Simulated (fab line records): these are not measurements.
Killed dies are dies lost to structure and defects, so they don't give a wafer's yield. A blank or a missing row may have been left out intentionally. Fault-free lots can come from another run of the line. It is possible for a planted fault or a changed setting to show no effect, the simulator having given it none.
Chamber matching | flow nand-harc | NHARC_P_CONTACT_ALD_22 on ald-metal-04: 4 sister chambers
The step deposits TiN, target thk 3 nm, pulse time 1 s, ald cycles 150. 8 wafers are shown with their chamber, then 9 later ones without.

== WAFERS, EACH WITH ITS CHAMBER ==
wafer  | chamber | heater-power-w (W) | precursor-pulse-height-rel
L080.4 | 2       | 1033               | 1.027
L080.5 | 2       | 1023               | 1.014
L083.2 | 0       | 983                | 1.027
L086.4 | 3       | 1234               | 0.955
L086.5 | 1       | 982                | 1.009
L087.1 | 1       | 970                | 0.992
L087.4 | 0       | 1004               | 1.010
L087.6 | 3       | 1183               | 0.980

== WAFERS MISSING THEIR CHAMBER ==
wafer  | heater-power-w (W) | precursor-pulse-height-rel
L089.1 | 994                | 0.994
L089.4 | 1026               | 1.027
L089.6 | 1218               | 1.001
L094.1 | 1255               | 0.989
L094.4 | 969                | 1.010
L094.5 | 1021               | 1.014
L097.2 | 1238               | 1.010
L097.5 | 1048               | 1.008
L097.6 | 1245               | 1.003

== WHICH CHAMBER EACH WENT THROUGH ==
wafer  | from the rows above          | in truth
L089.1 | can't be placed: 1 or 0 or 2 | 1
L089.4 | can't be placed: 2 or 0      | 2
L089.6 | 3                            | 3
L094.1 | 3                            | 3
L094.4 | can't be placed: 1 or 0      | 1
L094.5 | can't be placed: 2 or 0 or 1 | 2
L097.2 | 3                            | 3
L097.5 | can't be placed: 2 or 0      | 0
L097.6 | 3                            | 3
Placed correctly: 4 of 9. Can't be placed from these rows: 5 (the true chamber is among the candidates in 5). 0 placed wrongly.
How it was worked out, from the rows above alone: a wafer's distance from a chamber is the root of the sum, over the readings, of the square of ((its reading less the chamber's mean) divided by the reading's scatter). The wafer belongs to the nearest chamber; if the next one is less than 2 further off, it can't be placed. For every chamber, the mean is computed from those of its wafers that are shown. The scatter: take each reading less its chamber's mean, square it, sum over the shown wafers, divide by the number of wafers less the number of chambers, and take the root.
